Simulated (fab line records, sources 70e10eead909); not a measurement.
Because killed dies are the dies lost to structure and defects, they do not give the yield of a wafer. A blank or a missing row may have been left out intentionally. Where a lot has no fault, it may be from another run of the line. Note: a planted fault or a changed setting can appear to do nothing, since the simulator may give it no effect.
fab line records | flow nandHarc
record lots=24 wafers=72 lastDay=24
route steps=1159 shown A_CONTACT@924 A_BLC@975 A_M1@1044 A_BONDPAD@1060
lots that met no fault: from a run of the same line without faults
startH: the number of hours between the record's first day and the start of the first shown wafer of the lot | waitH: hours from the lot's prior step to this one | " as in the row above | L1.1+2: a row that stands for several wafers | - no value, or no start given | * or withheld: withheld | < > ~ a bound
route shown NAME@n: names a module that has steps shown in the file, with the first one's number in the route | usual: average and standard deviation across the fault-free wafers | same: alike in all rows | chamber/n: place in a boat | sites: each site's reading | _std_site: standard deviation of those values | _edge_site: the outer-site mean with the inner-site mean subtracted | radiusMm: how far each site lies from the wafer's centre | mask NAME#n: copy n | behind: the last tool/chamber to shape the wafer | hold: why the lot was held/for how many hours/how that ended | device: whichever transistor did not switch (one of n, p or np) | end of line: the route-end tests of the same wafers | a step with no rows: only its recipe | killed: not the wafer's yield, but the dies lost to structure and defects at the first sort | map: the dies of a wafer, with x for killed, . for not killed, _ for no die there
set.NAME: the setting that was run; set.NAME@STEP: the one run at that earlier step | model.NAME: the simulator's own value behind a step, which no gauge read
steps of the route over a sample of lots; a table a step, a row a wafer
services: when a tool's chamber went out of use (startH, in hours from the record's first day, below 0 if earlier), for how many hours, and the reason
## steps
# step NHARC_A_CONTACT_DEP_85
# recipe targetThkA=500 targetThkNm=50 tempC=400 pressureTorr=3.5 flowSccm=200 rfW=350 material=SiON
# usual heaterPowerW=747/110
# columns lot.wafer tool chamber startH waitH heaterPowerW
L074.1 pecvd-01 0 375.61 1.1 939
L074.2 " 2 " " 630
L074.5 " 0 " " 937
L077.3 pecvd-04 0 389.17 0.6 789
L077.4 " 0 " " 758
L077.6 " 2 " " 687
L075.2 pecvd-04 0 389.43 0.8 818
L075.3 " 2 " " 667
L075.5 " 0 " " 809
L078.2 pecvd-04 1 403.72 0.8 866
L078.3 " 1 " " 900
L078.5 " 2 " " 602
L076.2 pecvd-01 0 408.84 1.0 937
L076.5 " 2 " " 636
L076.4 " 0 " " 912
L079.3 pecvd-04 0 421.48 0.8 732
L079.2 " 2 " " 687
L079.6 " 1 " " 853
L080.2 pecvd-04 0 423.08 0.9 717
L080.6 " 2 " " 611
L080.4 " 0 " " 726
L081.2 pecvd-04 0 426.60 0.9 788
L081.1 " 2 " " 621
L081.4 " 0 " " 776
L082.3 pecvd-03 2 434.86 0.7 626
L082.1 " 1 " " 780
L082.5 " 0 " " 847
L083.1 pecvd-04 2 435.14 1.1 664
L083.3 " 0 " " 825
L083.5 " 2 " " 689
L084.2 pecvd-03 2 438.97 0.9 674
L084.1 " 1 " " 870
L084.6 " 2 " " 671
L085.1 pecvd-01 1 446.37 1.1 640
L085.5 " 1 " " 651
L085.4 " 2 " " 599
L087.2 pecvd-03 1 451.92 0.9 806
L087.4 " 1 " " 798
L087.5 " 2 " " 748
L086.1 pecvd-04 0 457.05 1.1 816
L086.4 " 0 " " 652
L086.6 " 1 " " 843
L090.3 pecvd-01 0 472.13 0.7 912
L090.1 " 2 " " 632
L090.6 " 1 " " 699
L088.2 pecvd-04 2 476.09 1.3 636
L088.3 " 0 " " 750
L088.6 " 1 " " 857
L093.2 pecvd-01 1 476.94 0.9 632
L093.1 " 2 " " 664
L093.6 " 0 " " 982
L089.1 pecvd-01 2 480.22 1.1 626
L089.2 " 0 " " 910
L089.5 " 0 " " 891
L091.1 pecvd-04 1 485.15 1.1 904
L091.4 " 0 " " 821
L091.6 " 1 " " 898
L092.1 pecvd-01 0 490.56 1.1 865
L092.3 " 2 " " 566
L092.4 " 0 " " 894
L094.1 pecvd-04 0 506.55 1.3 742
L094.4 " 2 " " 680
L094.6 " 0 " " 726
L096.2 pecvd-03 2 507.12 0.8 735
L096.5 " 0 " " 734
L096.4 " 1 " " 841
L097.2 pecvd-01 2 508.44 0.9 655
L097.6 " 0 " " 881
L097.4 " 2 " " 657
L095.3 pecvd-03 0 519.26 0.7 828
L095.1 " 2 " " 729
L095.6 " 2 " " 722
# step NHARC_A_CONTACT_ETCH_136
# recipe sourceW=withheld pressureMtorr=20 biasV=3000 timeS=132 targetDepthA=12870 arFlowSccm=withheld c4f8FlowSccm=withheld o2FlowSccm=withheld chemistry=C4F8/O2/Ar
# columns lot.wafer tool chamber startH waitH rfHoursCounterH
L074.2 harCapEtch-02 0 378.05 0.1 10
L074.1 " 1 " " 10
L074.5 " 1 " " -
L077.4 harCapEtch-02 0 391.42 0.1 -
L077.3 " 1 " " -
L077.6 " 0 " " -
L075.2 harCapEtch-03 1 391.78 0.1 81
L075.3 " 0 " " -
L075.5 " 0 " " -
L078.2 harCapEtch-02 1 406.11 0.1 14
L078.3 " 1 " " -
L078.5 " 0 " " -
L076.2 harCapEtch-01 0 411.35 0.1 65
L076.4 " 1 " " -
L076.5 " 1 " " -
L079.2 harCapEtch-01 0 423.78 0.1 67
L079.3 " 1 " " -
L079.6 " 0 " " -
L080.2 harCapEtch-01 1 425.17 0.1 68
L080.4 " 1 " " -
L080.6 " 0 " " -
L081.2 harCapEtch-02 1 428.91 0.1 19
L081.1 " 0 " " 19
L081.4 " 1 " " -
L082.1 harCapEtch-03 1 437.10 0.1 90
L082.3 " 1 " " -
L082.5 " 1 " " -
L083.1 harCapEtch-02 0 437.39 0.1 20
L083.3 " 0 " " -
L083.5 " 1 " " -
L084.2 harCapEtch-02 1 441.19 0.1 21
L084.1 " 0 " " 21
L084.6 " 0 " " -
L085.1 harCapEtch-03 0 448.61 0.1 92
L085.4 " 0 " " -
L085.5 " 0 " " -
L087.2 harCapEtch-02 0 454.18 0.1 23
L087.4 " 1 " " -
L087.5 " 0 " " -
L086.1 harCapEtch-01 0 459.29 0.1 75
L086.4 " 1 " " -
L086.6 " 0 " " -
L090.1 harCapEtch-03 1 474.37 0.1 96
L090.3 " 0 " " -
L090.6 " 0 " " -
L088.2 harCapEtch-01 1 478.40 0.1 80
L088.3 " 1 " " -
L088.6 " 0 " " -
L093.1 harCapEtch-02 1 479.14 0.1 29
L093.2 " 0 " " 29
L093.6 " 0 " " -
L089.2 harCapEtch-01 1 482.32 0.1 80
L089.1 " 0 " " 80
L089.5 " 0 " " -
L091.1 harCapEtch-02 0 487.34 0.1 30
L091.4 " 0 " " -
L091.6 " 0 " " -
L092.1 harCapEtch-01 0 492.83 0.1 81
L092.3 " 0 " " -
L092.4 " 1 " " -
L094.1 harCapEtch-02 1 508.85 0.1 33
L094.4 " 1 " " -
L094.6 " 1 " " -
L096.2 harCapEtch-01 1 509.24 0.1 84
L096.4 " 1 " " -
L096.5 " 0 " " -
L097.2 harCapEtch-02 0 510.58 0.1 34
L097.4 " 0 " " -
L097.6 " 1 " " -
L095.1 harCapEtch-02 0 521.38 0.1 36
L095.3 " 1 " " -
L095.6 " 0 " " -
# step NHARC_A_BLC_OVL_MEAS_11
# usual overlayXNm=0.2/0.74 overlayYNm=-0.3/0.95
# columns lot.wafer tool chamber startH waitH overlayXNm overlayYNm
L074.1 overlay-01 - 389.53 - 1.5 1.0
L074.2 " - " " 1.0 1.1
L074.5 " - " " 1.6 1.3
L075.2 overlay-02 - 405.89 - 0.3 -0.4
L075.3 " - " " 1.1 -0.2
L075.5 " - " " 0.4 -0.1
L077.3 overlay-01 - 406.16 - -0.7 -0.3
L077.4 " - " " -1.1 0.6
L077.6 " - " " -0.9 0.0
L078.2 overlay-01 - 415.15 - 0.9 -1.7
L078.3 " - " " 0.3 -1.7
L078.5 " - " " 0.3 -1.9
L076.2 overlay-01 - 416.33 - 0.1 0.9
L076.4 " - " " 0.7 0.2
L076.5 " - " " 0.4 1.3
L079.2 overlay-01 - 430.44 - 1.6 1.0
L079.3 " - " " 0.9 1.3
L079.6 " - " " 1.6 1.2
L080.2 overlay-01 - 431.14 - 0.2 1.9
L080.4 " - " " 0.0 1.8
L080.6 " - " " 0.0 1.8
L081.1 overlay-02 - 442.25 - -1.1 -0.8
L081.2 " - " " -1.0 -0.9
L081.4 " - " " -1.3 -0.7
L082.1 overlay-01 - 442.99 - 0.0 -1.4
L082.3 " - " " 0.8 -1.1
L082.5 " - " " 0.0 -1.1
L083.1 overlay-02 - 443.27 - 1.8 -0.4
L083.3 " - " " 1.2 0.1
L083.5 " - " " 1.3 -0.4
L084.1 overlay-01 - 446.68 - 1.4 -0.5
L084.2 " - " " 0.6 -0.3
L084.6 " - " " 0.8 -1.0
L085.1 overlay-01 - 456.57 - -0.4 -0.7
L085.4 " - " " -0.1 -0.3
L085.5 " - " " 0.4 -0.3
L087.2 overlay-02 - 462.07 - -0.2 -1.3
L087.4 " - " " -0.1 -0.8
L087.5 " - " " 0.6 -0.3
L086.1 overlay-02 - 466.20 - 0.0 -2.2
L086.4 " - " " 0.3 -1.8
L086.6 " - " " 0.6 -2.0
L090.1 overlay-02 - 478.64 - -1.2 0.4
L090.3 " - " " -1.3 0.2
L090.6 " - " " -1.2 0.6
L088.2 overlay-02 - 486.09 - -0.4 -1.3
L088.3 " - " " -1.0 -1.7
L088.6 " - " " -0.9 -1.1
L093.1 overlay-01 - 487.25 - 0.2 0.1
L093.2 " - " " 0.3 0.5
L093.6 " - " " 0.3 0.1
L089.1 overlay-02 - 492.29 - -0.3 -0.9
L089.2 " - " " -0.3 -1.2
L089.5 " - " " -0.6 -1.7
L091.1 overlay-02 - 497.85 - 0.0 0.0
L091.4 " - " " 0.2 0.1
L091.6 " - " " 0.4 0.0
L092.1 overlay-02 - 504.34 - -0.3 -1.4
L092.3 " - " " -0.2 -1.2
L092.4 " - " " 0.1 -1.0
L094.1 overlay-01 - 512.78 - 0.6 0.5
L094.4 " - " " 0.6 0.6
L094.6 " - " " 0.1 0.5
L096.2 overlay-01 - 513.50 - -0.7 -0.3
L096.4 " - " " -0.4 -0.9
L096.5 " - " " -0.2 -1.1
L097.2 overlay-02 - 516.67 - -0.2 -0.4
L097.4 " - " " 0.3 -0.9
L097.6 " - " " -0.3 -0.5
L095.1 overlay-01 - 525.59 - 0.0 0.6
L095.3 " - " " 0.8 0.7
L095.6 " - " " 0.5 0.5
# step NHARC_A_BLC_DEGAS_30
# recipe tempC=300 timeS=60
# usual heaterPowerW=474/43
# columns lot.wafer tool chamber startH waitH heaterPowerW
L074.2 pvdSputter-02 - 391.20 - 526
L074.1 " - " " 529
L074.5 " - " " 517
L077.3 pvdSputter-01 - 408.10 - 468
L077.4 " - " " 556
L077.6 " - " " 456
L075.3 pvdSputter-03 - 408.15 - 443
L075.2 " - " " 464
L075.5 " - " " 462
L078.2 pvdSputter-02 - 416.87 - 419
L078.3 " - " " 497
L078.5 " - " " 408
L076.4 pvdSputter-01 - 418.04 - 555
L076.2 " - " " 415
L076.5 " - " " 570
L079.2 pvdSputter-02 - 432.12 - 538
L079.3 " - " " 469
L079.6 " - " " 547
L080.2 pvdSputter-03 - 432.80 - 471
L080.4 " - " " 496
L080.6 " - " " 485
L081.4 pvdSputter-01 - 444.11 - 460
L081.1 " - " " 412
L081.2 " - " " 546
L082.3 pvdSputter-02 - 445.15 - 473
L082.1 " - " " 426
L082.5 " - " " 467
L083.1 pvdSputter-01 - 445.94 - 414
L083.3 " - " " 448
L083.5 " - " " 463
L084.1 pvdSputter-03 - 448.63 - 483
L084.2 " - " " 456
L084.6 " - " " 450
L085.4 pvdSputter-02 - 458.37 - 461
L085.1 " - " " 542
L085.5 " - " " 428
L087.4 pvdSputter-01 - 463.75 - 557
L087.2 " - " " 446
L087.5 " - " " 468
L086.1 pvdSputter-01 - 467.87 - 421
L086.4 " - " " 471
L086.6 " - " " 420
L090.3 pvdSputter-02 - 480.56 - 419
L090.1 " - " " 474
L090.6 " - " " 492
L088.2 pvdSputter-01 - 487.79 - 567
L088.3 " - " " 454
L088.6 " - " " 408
L093.2 pvdSputter-02 - 489.14 - 420
L093.1 " - " " 507
L093.6 " - " " 501
L089.2 pvdSputter-03 - 493.98 - 477
L089.1 " - " " 496
L089.5 " - " " 455
L091.4 pvdSputter-01 - 499.55 - 418
L091.1 " - " " 460
L091.6 " - " " 454
L092.3 pvdSputter-03 - 506.03 - 467
L092.1 " - " " 460
L092.4 " - " " 485
L094.1 pvdSputter-02 - 514.53 - 461
L094.4 " - " " 426
L094.6 " - " " 491
L096.2 pvdSputter-03 - 515.46 - 481
L096.4 " - " " 438
L096.5 " - " " 487
L097.4 pvdSputter-02 - 518.52 - 424
L097.2 " - " " 472
L097.6 " - " " 417
L095.1 pvdSputter-02 - 527.27 - 411
L095.3 " - " " 488
L095.6 " - " " 459
# step NHARC_A_M1_ETCH_28
# recipe targetDepthA=300 overEtchFrac=0.3 timeS=72.99 ionEnergyEv=150 cf4FlowSccm=50 n2FlowSccm=100 arFlowSccm=150 rfW=300 biasW=100 chemistry=CF4/N2
# usual cf4FlowSccm=50.00/0.15 drypumpMotorCurrentA=5.8/0.49 oesProductAu=1.005/0.014 rfVppV=314.4/2.1 showerheadPlenumPTorr=2.64/0.12 throttleValvePct=19.795/0.0081
# columns lot.wafer tool chamber startH waitH cf4FlowSccm drypumpMotorCurrentA oesProductAu rfHoursCounterH rfVppV showerheadPlenumPTorr throttleValvePct
L074.2 rieDiel-10 2 - - 50.00 5.8 1.002 3 316.9 2.79 19.800
L074.1 " 3 " " 49.89 6.7 1.021 3 313.1 2.57 19.801
L074.5 " 1 " " 50.07 5.2 1.002 - 315.1 2.69 19.804
L077.3 rieDiel-10 0 - - 49.85 6.0 0.996 5 312.9 2.49 19.790
L077.4 " 3 " " 49.70 6.6 1.024 4 313.4 2.57 19.787
L077.6 " 0 " " 50.03 6.0 1.002 - 311.9 2.50 19.798
L075.3 rieDiel-09 3 - - 50.13 6.0 1.001 4 312.4 2.55 19.783
L075.2 " 0 " " 49.96 5.3 0.997 3 313.2 2.63 19.795
L075.5 " 3 " " 50.24 6.0 0.994 - 312.2 2.55 19.794
L078.2 rieDiel-09 0 - - 49.93 5.2 1.008 4 315.1 2.63 19.811
L078.3 " 2 " " 50.37 5.9 1.015 4 318.2 2.79 19.803
L078.5 " 3 " " 49.56 6.0 0.994 - 312.5 2.55 19.813
L076.2 rieDiel-10 1 - - 49.89 5.2 1.006 5 314.5 2.69 19.801
L076.4 " 0 " " 49.89 6.0 0.992 5 311.8 2.49 19.806
L076.5 " 2 " " 50.02 5.9 1.007 - 318.4 2.79 19.784
L079.3 rieDiel-04 3 - - 50.21 6.4 1.014 7 312.0 2.55 19.805
L079.2 " 1 " " 49.98 6.1 0.998 9 312.2 2.52 19.789
L079.6 " 3 " " 50.11 6.4 1.005 - 315.5 2.55 19.808
L080.2 rieDiel-09 2 - - 49.97 5.9 0.998 0 314.8 2.79 19.783
L080.4 " 0 " " 49.95 5.3 1.005 0 315.0 2.63 19.808
L080.6 " 1 " " 49.80 5.0 1.002 - 318.5 2.82 19.785
L081.2 rieDiel-04 1 - - 50.18 6.1 1.001 9 313.3 2.52 19.797
L081.1 " 2 " " 49.98 5.1 1.014 9 315.0 2.68 19.807
L081.4 " 0 " " 50.22 6.0 1.024 9 312.9 2.48 19.809
L082.3 rieDiel-10 3 - - 50.03 6.7 1.030 6 314.5 2.57 19.795
L082.1 " 0 " " 50.03 6.0 0.994 7 311.2 2.49 19.798
L082.5 " 3 " " 50.11 6.6 1.032 - 314.5 2.57 19.789
L083.1 rieDiel-09 3 - - 50.07 6.0 1.007 0 314.0 2.55 19.803
L083.3 " 0 " " 49.94 5.3 0.995 0 315.8 2.63 19.803
L083.5 " 3 " " 49.71 6.0 1.012 - 312.6 2.55 19.799
L084.2 rieDiel-09 2 - - 49.94 5.9 1.003 0 316.0 2.79 19.796
L084.1 " 0 " " 50.25 5.3 0.998 0 315.5 2.63 19.801
L084.6 " 2 " " 49.90 5.9 1.006 - 317.1 2.79 19.793
L085.1 rieDiel-10 3 - - 49.94 6.6 1.029 7 313.8 2.57 19.801
L085.4 " 1 " " 50.01 5.2 1.026 8 315.5 2.69 19.783
L085.5 " 3 " " 49.88 6.6 1.027 - 313.7 2.57 19.806
L087.4 rieDiel-10 1 - - 50.14 5.2 1.025 8 315.7 2.69 19.800
L087.2 " 0 " " 49.97 6.0 0.988 8 313.2 2.49 19.793
L087.5 " 1 " " 50.28 5.2 1.016 - 315.7 2.69 19.800
L086.4 rieDiel-10 1 - - 50.05 5.2 1.010 8 315.2 2.69 19.795
L086.1 " 2 " " 49.86 5.9 1.000 7 318.2 2.79 19.783
L086.6 " 0 " " 49.93 6.0 0.980 - 313.9 2.49 19.784
L090.1 rieDiel-04 0 - - 49.99 6.0 1.014 1 312.8 2.48 19.782
L090.3 " 1 " " 49.97 6.1 0.982 1 310.8 2.52 19.794
L090.6 " 0 " " 49.72 6.0 1.021 - 312.1 2.48 19.787
L088.3 rieDiel-10 1 - - 50.13 5.3 1.009 10 314.6 2.69 19.791
L088.2 " 2 " " 49.87 5.9 0.988 9 316.9 2.79 19.793
L088.6 " 0 " " 50.08 6.0 0.982 - 311.8 2.49 19.814
L093.2 rieDiel-10 2 - - 50.20 5.8 0.991 9 316.3 2.79 19.801
L093.1 " 0 " " 49.79 6.0 0.976 10 311.2 2.49 19.791
L093.6 " 2 " " 50.02 5.8 0.995 - 315.7 2.79 19.785
L089.1 rieDiel-10 2 - - 50.28 5.9 0.998 9 316.6 2.79 19.797
L089.2 " 1 " " 49.82 5.2 1.006 10 315.8 2.69 19.791
L089.5 " 3 " " 50.10 6.6 1.014 - 312.7 2.57 19.784
L091.1 rieDiel-04 1 - - 49.93 6.2 0.976 3 311.3 2.52 19.796
L091.4 " 0 " " 50.10 6.0 0.988 3 312.1 2.48 19.802
L091.6 " 2 " " 50.15 5.1 1.002 - 316.0 2.68 19.800
L092.1 rieDiel-10 2 - - 50.01 5.8 1.006 10 316.2 2.79 19.798
L092.4 " 3 " " 49.92 6.6 1.031 10 313.3 2.57 19.799
L092.3 " 0 " " 50.24 6.0 0.983 11 311.0 2.49 19.792
L094.1 rieDiel-09 3 - - 49.88 6.0 1.007 2 312.0 2.55 19.792
L094.4 " 1 " " 50.04 5.0 1.014 2 317.7 2.82 19.786
L094.6 " 3 " " 49.90 6.0 1.000 - 313.3 2.55 19.775
L096.4 rieDiel-09 2 - - 49.63 5.9 1.018 2 316.7 2.79 19.779
L096.2 " 0 " " 50.02 5.3 0.994 2 314.3 2.63 19.784
L096.5 " 1 " " 49.96 5.0 1.018 - 316.6 2.82 19.796
L097.2 rieDiel-10 0 - - 49.95 6.0 0.975 12 312.0 2.49 19.792
L097.4 " 3 " " 49.99 6.7 1.029 11 313.4 2.57 19.794
L097.6 " 1 " " 49.96 5.2 1.000 - 315.4 2.69 19.789
L095.3 rieDiel-04 1 - - 49.80 6.1 0.989 4 312.0 2.52 19.791
L095.1 " 3 " " 50.06 6.4 1.001 4 314.1 2.55 19.788
L095.6 " 1 " " 49.95 6.1 0.983 - 313.0 2.52 19.799
# step NHARC_A_BONDPAD_CMP_29
# recipe targetThkNm=200 material=SiCN
# usual motorCurrentA=11.2/1
# columns lot.wafer tool chamber startH waitH motorCurrentA
L074.1 cmp-03 0 413.12 - 10.3
L074.2 " 2 " " 11.4
L074.5 " 0 " " 10.3
L077.3 cmp-04 2 425.44 0.3 11.5
L077.4 " 1 " " 11.3
L077.6 " 2 " " 11.1
L075.3 cmp-01 0 425.45 - 13.7
L075.2 " 2 " " 11.8
L075.5 " 0 " " 14.3
L078.2 cmp-03 2 429.40 0.5 11.2
L078.3 " 3 " " 9.8
L078.5 " 2 " " 11.3
L076.2 cmp-04 1 429.63 - 11.5
L076.4 " 2 " " 11.8
L076.5 " 2 " " 11.3
L079.3 cmp-03 1 449.67 - 11.2
L079.2 " 3 " " 9.3
L079.6 " 0 " " 10.4
L080.4 cmp-01 0 450.58 - 13.4
L080.2 " 1 " " 11.1
L080.6 " 3 " " 11.1
L081.4 cmp-04 0 454.11 - 10.5
L081.2 " 2 " " 11.3
L081.1 " 3 " " 10.9
L082.3 cmp-01 2 456.27 - 12.6
L082.1 " 0 " " 14.2
L082.5 " 3 " " 11.1
L083.3 cmp-03 0 456.62 - 10.2
L083.1 " 1 " " 12.0
L083.5 " 0 " " 10.7
L084.2 cmp-01 1 459.63 - 10.9
L084.1 " 3 " " 11.0
L084.6 " 1 " " 10.5
L085.4 cmp-01 0 473.57 - 12.8
L085.1 " 2 " " 12.7
L085.5 " 0 " " 13.1
L087.4 cmp-04 1 474.79 - 11.9
L087.2 " 3 " " 10.9
L087.5 " 0 " " 10.4
L086.4 cmp-01 2 478.05 - 12.8
L086.1 " 1 " " 10.8
L086.6 " 3 " " 11.8
L090.3 cmp-04 2 494.83 - 11.9
L090.1 " 3 " " 11.1
L090.6 " 2 " " 11.6
L088.3 cmp-03 0 504.96 - 10.6
L088.2 " 2 " " 11.6
L088.6 " 0 " " 10.5
L093.1 cmp-04 3 505.85 - 10.9
L093.2 " 0 " " 10.5
L093.6 " 1 " " 11.3
L089.1 cmp-04 2 511.90 - 11.6
L089.2 " 3 " " 10.9
L089.5 " 2 " " 11.7
L091.4 cmp-03 2 515.95 - 11.5
L091.1 " 3 " " 9.5
L091.6 " 2 " " 11.4
L092.1 cmp-03 0 517.90 - 10.4
L092.4 " 2 " " 11.8
L092.3 " 3 " " 9.8
L094.4 cmp-03 1 526.29 - 11.6
L094.1 " 2 " " 11.3
L094.6 " 2 " " 11.5
L096.2 cmp-03 3 527.16 - 9.7
L096.4 " 1 " " 11.6
L096.5 " 0 " " 10.2
L097.4 cmp-03 3 528.62 - 9.5
L097.2 " 0 " " 10.6
L097.6 " 2 " " 11.4
L095.1 cmp-04 2 542.29 - 11.3
L095.3 " 0 " " 11.0
L095.6 " 2 " " 11.0
## services
# columns tool chamber startH hours kind
cmp-03 - 352.13 4.0 pm
rieDiel-10 - 353.50 9.0 pm
pvdSputter-02 - 370.20 12.2 repair
pecvd-04 - 376.03 13.0 pm
rieDiel-10 - 385.86 0.3 repair
pvdSputter-02 - 392.00 10.0 pm
pecvd-04 0 397.12 12.1 repair
cmp-04 - 399.00 4.0 pm
pecvd-01 - 418.05 13.0 pm
cmp-03 - 423.24 2.6 repair
pecvd-04 1 423.40 20.0 repair
pvdSputter-02 - 428.71 2.8 repair
pecvd-04 - 438.43 3.3 repair
rieDiel-10 2 440.87 4.6 repair
cmp-03 - 450.13 4.0 pm
harCapEtch-01 - 460.12 0.6 repair
cmp-04 - 497.00 4.0 pm
pecvd-01 2 502.57 4.8 repair
pvdSputter-01 - 506.66 4.6 repair
pvdSputter-01 - 514.02 10.0 pm
pvdSputter-02 - 529.72 0.5 repair
rieDiel-10 - 530.50 9.0 pm
cmp-03 - 535.60 5.5 repair
pecvd-04 1 539.83 3.6 repair
## key
fault none
